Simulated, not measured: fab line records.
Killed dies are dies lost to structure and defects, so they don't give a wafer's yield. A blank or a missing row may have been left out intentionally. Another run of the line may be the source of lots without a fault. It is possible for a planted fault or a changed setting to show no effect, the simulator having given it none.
Which tool did it? -- flow nand-harc -- 12 lots, 34 wafers sampled, at 5 steps of a route of 1302

== WHAT THE GAUGES READ, wafer by wafer ==
NHARC_END_SORT_01. Usual: killed-at-array 52, standard deviation 18; killed-at-other 0.6, standard deviation 0.83; killed-at-periphery 4.3, standard deviation 2.8; killed-dies 57, standard deviation 19; killed-open 3.4, standard deviation 2; killed-short 2.5, standard deviation 1.7.
lot,measured,on,killed-at-array,killed-at-other,killed-at-periphery,killed-dies,killed-open,killed-short,flag
L276,day 25 19:12,prober-01,673 25,1 2,3 5,677 32,2 6,1 2,OFF
L280,day 26 09:52,prober-01,675 56,0 1,2 2,677 59,2 3,5 1,OFF

== TOOL THAT RAN EACH LOT (tool first, then ch and the chambers of the sampled wafers, then the start) ==
lot,NHARC_A_CONTACT_ETCH_127,NHARC_A_CONTACT_ETCH_133,NHARC_A_CONTACT_ETCH_91,NHARC_A_CONTACT_ETCH_106
L273,"har-cap-etch-02 ch 0,1, day 21 23:20","har-cap-etch-02 ch 0,1, day 22 00:31","rie-diel-08 ch 0,3, day 22 01:07","rie-diel-05 ch 0,2,3, day 22 01:37"
L274,"har-cap-etch-02 ch 0,1, day 22 12:09","har-cap-etch-02 ch 0,1, day 22 13:15","rie-diel-01 ch 0,3, day 22 14:01","rie-diel-05 ch 2,3, day 22 14:37"
L276,"har-cap-etch-01 ch 0, day 23 06:10","har-cap-etch-01 ch 0, day 23 07:18","rie-diel-05 ch 1,3, day 23 07:58","rie-diel-05 ch 0,1, day 23 08:28"
L280,"har-cap-etch-02 ch 0,1, day 23 21:17","har-cap-etch-02 ch 0,1, day 23 22:57","rie-diel-05 ch 2,3, day 23 23:31","rie-diel-05 ch 0,3, day 24 00:00"
L285,"har-cap-etch-01 ch 0,1, day 27 06:49","har-cap-etch-01 ch 0,1, day 27 07:55","rie-diel-01 ch 0,1,2, day 27 08:40","rie-diel-08 ch 2,3, day 27 09:09"
L290,"har-cap-etch-01 ch 0,1, day 28 04:31","har-cap-etch-01 ch 0,1, day 28 05:37","rie-diel-08 ch 0,1,2, day 28 06:23","rie-diel-05 ch 0,2, day 28 06:55"
L289,"har-cap-etch-03 ch 0,1, day 28 05:36","har-cap-etch-03 ch 0,1, day 28 06:40","rie-diel-05 ch 0,2, day 28 07:28","rie-diel-08 ch 0,3, day 28 08:02"
L288,"har-cap-etch-02 ch 0, day 28 07:37","har-cap-etch-02 ch 0, day 28 08:42","rie-diel-08 ch 0,1,2, day 28 09:26","rie-diel-01 ch 0,1,3, day 28 09:58"
L292,"har-cap-etch-02 ch 0,1, day 30 04:33","har-cap-etch-02 ch 0,1, day 30 06:01","rie-diel-05 ch 0,1, day 30 06:52","rie-diel-05 ch 0,2,3, day 30 07:26"
L293,"har-cap-etch-03 ch 0,1, day 30 10:30","har-cap-etch-03 ch 0,1, day 30 11:34","rie-diel-08 ch 1,2,3, day 30 12:22","rie-diel-05 ch 0,1,2, day 30 12:52"
L295,"har-cap-etch-01 ch 0,1, day 30 23:15","har-cap-etch-01 ch 0,1, day 31 00:19","rie-diel-05 ch 0,1,2, day 31 01:07","rie-diel-05 ch 0,1,2, day 31 01:38"
L296,"har-cap-etch-02 ch 0,1, day 32 04:57","har-cap-etch-02 ch 0,1, day 32 06:01","rie-diel-05 ch 0,2,3, day 32 06:48","rie-diel-08 ch 0,1,3, day 32 07:20"
- NHARC_A_CONTACT_ETCH_127: etches the open film in C4F8/O2/Ar, time 197 s, target depth 1918 nm.
- NHARC_A_CONTACT_ETCH_133: etches the open film in C4F8/O2/Ar, time 374 s, target depth 1610 nm.
- NHARC_A_CONTACT_ETCH_91: etches the open film in CH3F/O2, target depth 40 nm, time 85.7 s.
- NHARC_A_CONTACT_ETCH_106: etches the open film in CF4/O2, target depth 90 nm, overetch 9 nm, time 49.5 s.

== WHAT THE TOOLS THEMSELVES READ (means of the sampled wafers that have a number; where no wafer has one, the mark that the record gives instead) ==
NHARC_A_CONTACT_ETCH_91. Usual: ch3f-flow-sccm 50.01 sccm, standard deviation 0.15; drypump-motor-current-A 5.66 A, standard deviation 0.18; oes-product-au 0.942 a.u., standard deviation 0.029; rf-vpp-V 244.1 V, standard deviation 1.9; showerhead-plenum-p-Torr 2.43 Torr, standard deviation 0.13; throttle-valve-pct 20.663 %, standard deviation 0.0091.
lot,tool,ch3f-flow-sccm (sccm),drypump-motor-current-A (A),oes-product-au (a.u.),rf-vpp-V (V),showerhead-plenum-p-Torr (Torr),throttle-valve-pct (%),flag
L273,rie-diel-08,50.15,5.81,0.926,242.8,2.32,20.659,
L274,rie-diel-01,50.14,5.55,0.921,243.7,2.38,20.664,
L276,rie-diel-05,50.03,5.55,0.932,244.1,2.43,20.655,
L280,rie-diel-05,50.16,5.69,0.927,242.2,2.29,20.665,
L285,rie-diel-01,49.98,5.89,1.000,242.9,2.36,20.658,
L290,rie-diel-08,49.80,5.70,0.991,245.5,2.52,20.659,
L289,rie-diel-05,49.90,5.59,0.931,245.5,2.51,20.661,
L288,rie-diel-08,50.02,5.69,0.926,245.0,2.52,20.670,
L292,rie-diel-05,49.91,5.44,0.946,245.1,2.50,20.666,
L293,rie-diel-08,50.08,5.76,0.933,243.1,2.42,20.660,
L295,rie-diel-05,50.03,5.55,0.930,245.2,2.54,20.665,
L296,rie-diel-05,49.90,5.63,0.924,245.1,2.46,20.660,

NHARC_A_CONTACT_ETCH_106. Usual: cf4-flow-sccm 80.00 sccm, standard deviation 0.25; drypump-motor-current-A 5.67 A, standard deviation 0.19; oes-product-au 0.999 a.u., standard deviation 0.0089; rf-vpp-V 197.5 V, standard deviation 1.6; showerhead-plenum-p-Torr 1.32 Torr, standard deviation 0.071; throttle-valve-pct 13.396 %, standard deviation 0.0095.
lot,tool,cf4-flow-sccm (sccm),drypump-motor-current-A (A),oes-product-au (a.u.),rf-vpp-V (V),showerhead-plenum-p-Torr (Torr),throttle-valve-pct (%),flag
L273,rie-diel-05,80.26,5.61,0.996,196.2,1.27,13.401,
L274,rie-diel-05,79.86,5.70,0.994,195.1,1.24,13.396,
L276,rie-diel-05,80.05,5.46,0.942,199.1,1.35,13.392,OFF
L280,rie-diel-05,80.31,5.58,0.943,196.9,1.29,13.396,OFF
L285,rie-diel-08,80.11,5.88,1.000,196.9,1.26,13.395,
L290,rie-diel-05,80.05,5.64,1.008,199.3,1.40,13.381,
L289,rie-diel-08,79.90,5.86,0.994,197.7,1.34,13.397,
L288,rie-diel-01,79.73,5.72,0.997,196.9,1.28,13.408,
L292,rie-diel-05,80.07,5.62,1.002,198.4,1.34,13.394,
L293,rie-diel-05,79.86,5.54,1.001,198.4,1.38,13.400,
L295,rie-diel-05,80.08,5.51,1.004,199.1,1.38,13.395,
L296,rie-diel-08,80.04,5.73,1.006,198.9,1.37,13.397,

== THE ANSWER, worked out from the rows above alone ==
Rule: a lot counts as off when the mean over its wafers that have a number is more than 3 standard deviations away from the usual mean. Also off: a lot with no number at a reading for which 4 or more lots have one. Where the step has rows for the other lots, those lots are counted as sound. Order of review: gauges by route order, followed by the tools' own readings, for which a lot's mean as printed above is used. The first step at which some lot is off is used, and at that step the reading that is off furthest; a lot without a number counts as furthest.
Off: L276, L280, at NHARC_END_SORT_01 (killed-at-array). Neither off nor sound, because the step has no rows for them: L273, L274, L285, L290, L289, L288, L292, L293, L295, L296.
If a tool, at a process step before that reading, ran all the lots that are off and no sound lot after the first of them, it fits. The gauges at NHARC_END_SORT_01 aren't tried: what is off there is off at NHARC_A_CONTACT_ETCH_106 too, on other tools, and a gauge's error can't cause that. One candidate fits, namely rie-diel-05 at NHARC_A_CONTACT_ETCH_91 and NHARC_A_CONTACT_ETCH_106. It ran no sound lot before its first lot that is off in this sample, so the start can't be narrowed down.

== WHAT WAS PUT IN BY THE SIMULATOR ==
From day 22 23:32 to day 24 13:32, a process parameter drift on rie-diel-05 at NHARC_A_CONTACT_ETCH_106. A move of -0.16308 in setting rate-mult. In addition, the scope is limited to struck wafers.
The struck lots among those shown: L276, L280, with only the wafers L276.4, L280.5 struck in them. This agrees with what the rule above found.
